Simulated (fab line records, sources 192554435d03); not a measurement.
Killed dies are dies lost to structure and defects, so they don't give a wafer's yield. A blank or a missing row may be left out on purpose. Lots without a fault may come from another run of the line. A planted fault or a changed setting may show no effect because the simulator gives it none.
A struck lot beside a sound one | flow n5_finfet | 33 steps out of a route of 1938
Sound: wafers L326.1, L326.2, L326.3. Struck: wafers L341.3, L341.5, L341.6. The cause comes at the end.
At each step with rows: each side's tool, then ch and its chambers, then its first start. Under that, the readings that differ: sound wafers | struck wafers | difference of the means | sigmas: that difference in standard deviations of wafers without a fault.
alike: readings whose means differ by less than 2 such deviations, and words and numbers that are the same on both sides. not compared: withheld readings, readings that some wafer has no value for, bounds like >300 that may hide the same value, and numbers for which the record gives no deviation and whose values overlap.
The two part at a step that has a row with sigmas, a row that says differs or no value, or rows on one side only. Numbers that don't overlap but have no deviation are shown without sigmas and don't part them. A reading that every wafer of one side lacks parts them only if that side has two wafers or more.

first, 10 steps without rows for these wafers: N5_SD_EPI_P_PRECLEAN_51 (cleans in NF3:NH3, afs cycles 1, time 20 s, sublimation time 60 s); N5_SD_EPI_P_VAPOR_ETCH_44 (etches SiGe30 in NF3/Ar, time 3.3 s); N5_SD_EPI_P_EPI_21 (deposits SiGe:B, time 355 s); N5_SD_EPI_P_HM_STRIP_48 (strips SiNx in H3PO4, material SiNx, target depth 3 nm); N5_SD_EPI_P_SRD_49 (time 30 s); N5_SD_EPI_P_PRECLEAN_24 (cleans in O3/DIW, time 45 s); N5_SD_EPI_P_PRECLEAN_32 (cleans in dHF, time 10 s); N5_SD_EPI_P_PRECLEAN_33 (cleans in SC2, time 45 s); N5_SD_EPI_P_SRD_25 (time 30 s); N5_SD_ACTIVATION_RTA_00 (time 0 s).
N5_SD_ACTIVATION_LSA_01: time 0.0008 s.
  sound on laser_anneal-02 ch 0, day 3 14:34; struck on laser_anneal-01 ch 0, day 7 06:20
  reading          | sound                | struck               | difference | sigmas
  wafer_temp_C_max | 1085.3 1084.5 1086.8 | 1045.1 1045.0 1044.0 | -40.8      | -31
N5_SD_ACTIVATION_RS_MEAS_03: measures by four-point-probe.
  sound on film_metro-01, day 3 14:47; struck on film_metro-02, day 7 06:32
  reading          | sound          | struck         | difference | sigmas
  RS_SD_N (ohm/sq) | 21.8 22.3 21.5 | 26.2 25.5 25.6 | +3.9       | +13
  alike: RS_SD_P
then, 19 steps without rows for these wafers: N5_ILD0_LINER_00 (material SiNx, target thk 4 nm, pulse time 1 s, purge time 2 s); N5_ILD0_FCVD_FILL_01 (material SiO2 flowable, target thk 200 nm, time 328.3 s); N5_ILD0_CURE_02 (time 1800 s); N5_ILD0_CMP_03 (polishes, stops on SiNx, t overpolish 1.9 s, target thk 197.38 nm); N5_ILD0_CMP_07 (polishes SiO2 flowable, stops on poly-Si, t overpolish 1.18 s, target thk 138.88 nm); N5_ILD0_PRECLEAN_10 (cleans in NF3:NH3, afs cycles 5, time 20 s, sublimation time 60 s); N5_ILD0_ALD_15 (deposits SiNx, target thk 24 nm, pulse time 1 s, ald cycles 480); N5_ILD0_CMP_12 (polishes SiNx, stops on poly-Si, t overpolish 6 s, target thk 17.67 nm); N5_SDB_HM_DEP_00 (deposits SiNx from SiH4/NH3/N2, target thk 40 nm, time 35.3 s); N5_SDB_COAT_03 (time 60 s, resist thk 100 nm); N5_SDB_COAT_04 (time 60 s, resist thk 18 nm); N5_SDB_COAT_05 (resist thk 90 nm); N5_SDB_EBR_07; N5_SDB_SOFTBAKE_06 (time 60 s); N5_SDB_EXPOSE_08 (exposes mask SDB); N5_SDB_PEB_09 (peb time 60 s); N5_SDB_DEVELOP_10 (develop time 30 s); N5_SDB_DESCUM_16 (chemistry O2, time 7.9 s); N5_SDB_ETCH_17 (etches SiARC in CF4, target depth 23.4 nm, time 39 s).
-- the record jumps here: 5 days lie between the struck wafers' starts before and after (it left off in module SDB and takes up again in module BEOL_M4, whose first step shown is number 1111 of the route) --
N5_BEOL_M4_RC_MEAS_101:
  sound on prober-02 ch 0, day 8 10:08; struck on prober-01 ch 0, day 12 15:54
  reading             | sound             | struck            | difference | sigmas
  RC_DENSE_N (ohm.um) | 19.2 18.7 19.0    | 21.9 22.1 22.6    | +3.2       | +9
  RC_N (ohm.um)       | 15.59 15.17 15.47 | 17.84 17.89 18.42 | +2.64      | +9
  RS_SD_N (ohm/sq)    | 28.1 28.6 28.1    | 33.0 32.5 32.9    | +4.5       | +11
  alike: DIBL_N, DIBL_P, IOFF_N, IOFF_P, ION_N, ION_P, REXT_N, SS_N, SS_P, VT_N, VT_P
-- the record jumps here: 4 days lie between the struck wafers' starts before and after (it left off in module BEOL_M4 and takes up again in module PASSIVATION, whose first step shown is number 1936 of the route) --
N5_PASSIVATION_PROBE_49:
  sound on prober-02, day 12 16:12; struck on prober-02, day 16 20:52
  alike: defect_limited_yield, killed_at_M0_to_M3, killed_at_M4_up, killed_at_contacts, killed_at_front_end, killed_at_other, killed_dies, killed_open, killed_short, sort_bin_4_leakage, sort_bin_5_function, sort_bin_6_memory, sort_n_pass, sort_yield_pct

WHERE THEY PART
First at N5_SD_ACTIVATION_LSA_01; last, within this record, at N5_BEOL_M4_RC_MEAS_101. Later steps at which nothing parts them and some readings are alike: N5_PASSIVATION_PROBE_49.

WHY: what the simulator had put in
Process parameter drift: laser_anneal-01, from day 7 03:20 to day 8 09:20, at N5_SD_ACTIVATION_LSA_01. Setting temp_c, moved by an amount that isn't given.
